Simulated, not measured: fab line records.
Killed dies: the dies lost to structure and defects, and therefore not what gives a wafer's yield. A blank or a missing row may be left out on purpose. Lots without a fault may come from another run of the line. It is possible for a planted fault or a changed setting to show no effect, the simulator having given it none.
A lot that was struck, set against a sound lot ; flow n5_finfet ; 39 out of 1938 route steps
Sound: wafers L901.1, L901.3, L901.4. Struck: wafers L912.2, L912.5, L912.6. Last of all comes the cause.
At each step with rows: each side's tool, then ch and its chambers, then its first start. Under that, the readings that differ: sound wafers ; struck wafers ; difference of the means ; sigmas: that difference in standard deviations of wafers without a fault.
alike: a reading whose means differ by less than 2 such deviations, as well as words and numbers matching on both sides. not compared: withheld readings; readings where some wafer has no value; bounds like >300 that might hide an equal value; numbers whose values overlap and for which the record gives no deviation.
The two part at a step that has a row with sigmas, a row that says differs or no value, or rows on one side only. Numbers that don't overlap but have no deviation are shown without sigmas and don't part them. A reading missing from all wafers of one side parts the sides only when that side holds two or more wafers.

first, 9 steps without rows for these wafers: N5_BEOL_M4_ANNEAL_95 (time 240 s); N5_BEOL_M4_SPUTTER_96 (material Cu, target thk 4.5 nm, time 8.29 s); N5_BEOL_M4_ECD_50 (material Cu, target thk 300 nm); N5_BEOL_M4_ANNEAL_51 (time 90 s); N5_BEOL_M4_CMP_52 (polishes, stops on SiOC, t overpolish 6.8 s, target thk 40 nm); N5_BEOL_M4_PRE_CLEAN_60 (time 15 s); N5_BEOL_M4_CO_CAP_55 (material Co, precursor CCTBA/H2, target thk 2 nm, time 102.1 s); N5_BEOL_M4_PRE_CLEAN_56 (time 15 s); N5_BEOL_M4_DEP_57 (deposits SiCN from 3MS/NH3, target thk 8 nm, time 14 s).
N5_BEOL_M4_RC_MEAS_101:
  sound on prober-02 ch 0, day 9 13:16; struck on prober-02 ch 0, day 12 13:11
reading;sound;struck;difference;sigmas
IOFF_P (nA/um);0.25 0.25 0.26;0.19 0.17 0.16;-0.08;-2
ION_P (uA/um);473 476 474;458 458 453;-18;-2
  alike: DIBL_N, DIBL_P, IOFF_N, ION_N, SS_N, SS_P, VT_N, VT_P
then, 24 steps without rows for these wafers: N5_BEOL_M5_ILD_DEP_00 (deposits SiCOH lowk from DEMS/porogen, target thk 140.64 nm, time 25.9 s); N5_BEOL_M5_CURE_79 (cures SiCOH lowk, time 240 s); N5_BEOL_M5_PECVD_70 (deposits SiO2 from TEOS/O2, target thk 16 nm, time 18 s); N5_BEOL_M5_HM_DEP_02 (deposits TiN, target thk 20 nm); N5_BEOL_M5_COAT_59 (time 60 s, resist thk 60 nm); N5_BEOL_M5_COAT_60 (time 60 s, resist thk 12 nm); N5_BEOL_M5_COAT_71 (time 60 s, resist thk 5 nm); N5_BEOL_M5_COAT_05 (resist thk 30 nm); N5_BEOL_M5_EBR_07; N5_BEOL_M5_SOFTBAKE_06 (time 60 s); N5_BEOL_M5_EXPOSE_08 (exposes mask M5, target cd 28 nm); N5_BEOL_M5_PEB_09 (peb time 60 s); N5_BEOL_M5_DEVELOP_10 (develop time 30 s); N5_BEOL_M5_DESCUM_16 (chemistry O2, time 7 s); N5_BEOL_M5_ETCH_72 (etches underlayer in N2/H2, target depth 6.5 nm, time 5.2 s); N5_BEOL_M5_ETCH_61 (etches SiARC in CF4, target depth 15.6 nm, time 26 s); N5_BEOL_M5_ETCH_62 (etches SOC in N2/H2, target depth 75 nm, overetch 15 nm, time 112.5 s); N5_BEOL_M5_STRIP_63 (strips in N2/H2); N5_BEOL_M5_STRIP_73 (strips in N2/H2); N5_BEOL_M5_STRIP_64 (strips in CF4); N5_BEOL_M5_HM_OPEN_17 (chemistry Cl2/BCl3, target TiN, target depth 20 nm, overetch 6 nm); N5_BEOL_M5_STRIP_19 (strips in O2); N5_BEOL_M5_COAT_65 (time 60 s, resist thk 60 nm); N5_BEOL_M5_COAT_66 (time 60 s, resist thk 12 nm).
-- the record jumps here: 3 days lie between the struck wafers' starts before and after (it left off in module BEOL_M5 and takes up again in module BEOL_M14, whose first step shown is number 1767 of the route) --
N5_BEOL_M14_CMP_49: polishes, stops on SiO2, t overpolish 5.2 s, target thk 560 nm.
  sound on cmp-03 ch 0,1,2, day 12 22:20; struck on cmp-03 ch 2,3, day 15 14:59
  no value came back on the struck wafers for any of 5 readings (barrier_field_endpoint_s (s), clearing_platen_down_force_psi (psi) and others); on the sound wafers barrier_field_endpoint_s (s) reads 11.13 11.02 11.28
reading;sound;struck;difference;sigmas
model.Cu_of_BEOL_M14_ECD_47.thk_nm (nm);546 560.8 573.8;1243 1240 1250;+684;
N5_BEOL_M14_THK_MEAS_50: measures by xrf.
  sound on film_metro-02 at day 12 22:37; struck on film_metro-01 at day 15 15:16
reading;sound;struck;difference;sigmas
M14_THK (nm);522 537 542;1183 1180 1190;+651;+68
N5_BEOL_M14_RS_MEAS_54: measurement is done with a four-point probe.
  sound on film_metro-02 at day 12 22:45; struck on film_metro-02 at day 15 15:24
reading;sound;struck;difference;sigmas
M14_RS (ohm/sq);0.0340 0.0331 0.0324;0.0136 0.0137 0.0135;-0.0196;-32
N5_BEOL_M14_INSPECT_55: inspects for defects (darkfield).
  sound on defect_inspect-01 at day 12 22:47; struck on defect_inspect-02 at day 15 15:26
reading;sound;struck;difference;sigmas
raw_defect_count;131 130 114;6378 6370 6508;+6294;+99 or more
N5_PASSIVATION_PROBE_49:
  only the struck wafers here have rows in the record (prober-01, day 16 16:34); the sound ones have none

## WHERE THEY PART
Last at N5_PASSIVATION_PROBE_49 as far as this record goes, first at N5_BEOL_M4_RC_MEAS_101.

WHY: what the simulator had put in
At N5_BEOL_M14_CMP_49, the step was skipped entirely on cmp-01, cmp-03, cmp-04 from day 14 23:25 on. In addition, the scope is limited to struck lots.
